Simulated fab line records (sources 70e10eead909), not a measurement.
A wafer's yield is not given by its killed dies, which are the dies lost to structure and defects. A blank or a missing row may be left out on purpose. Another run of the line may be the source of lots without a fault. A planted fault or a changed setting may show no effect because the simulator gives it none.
Chamber matching ; flow nand harc ; rie diel-11 running NHARC_P_BONDPAD_DESCUM_11: 4 sister chambers
The step chemistry O2, time 3 s. 8 wafers are shown with their chamber, then 12 later ones without.

EACH WAFER AND ITS CHAMBER
wafer;chamber;drypump motor current A (A);rf vpp V (V)
L080.4;0;5.7;55.9
L083.4;0;5.7;57.9
L087.1;1;5.8;58.0
L087.4;3;5.1;57.1
L087.6;2;5.1;57.5
L090.3;3;5.2;57.2
L090.4;2;5.0;56.5
L090.6;1;5.9;57.4

WAFERS WITHOUT THEIR CHAMBER
wafer;drypump motor current A (A);rf vpp V (V)
L091.1;5.1;57.4
L091.3;5.9;56.1
L091.5;5.7;57.2
L095.4;5.1;58.0
L095.5;5.7;57.6
L095.6;5.9;56.9
L096.2;5.1;59.5
L096.3;5.9;57.9
L096.5;5.8;58.0
L097.3;5.7;56.8
L097.4;5.8;57.3
L097.5;5.8;58.3

WHICH CHAMBER EACH WENT THROUGH
wafer;from the rows above;in truth
L091.1;can't be placed: 3 or 2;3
L091.3;can't be placed: 1 or 0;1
L091.5;0;0
L095.4;can't be placed: 3 or 2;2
L095.5;can't be placed: 0 or 1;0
L095.6;can't be placed: 1 or 0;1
L096.2;can't be placed: 3 or 2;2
L096.3;1;1
L096.5;can't be placed: 1 or 0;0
L097.3;0;0
L097.4;can't be placed: 1 or 0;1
L097.5;can't be placed: 1 or 0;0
Correctly placed: 3 of 12. From these rows, 9 cannot be placed; in 9 the true chamber is one of the candidates. Wrongly placed: 0.
How it was worked out, from the rows above alone: a wafer's distance from a chamber is the root of the sum, over the readings, of the square of ((its reading less the chamber's mean) divided by the reading's scatter). The wafer belongs to the nearest chamber; if the next one is less than 2 further off, it can't be placed. For every chamber, the mean is computed from those of its wafers that are shown. The scatter: the root of (the sum of the squares of (reading less its chamber's mean) over the shown wafers, divided by (wafers less chambers)).
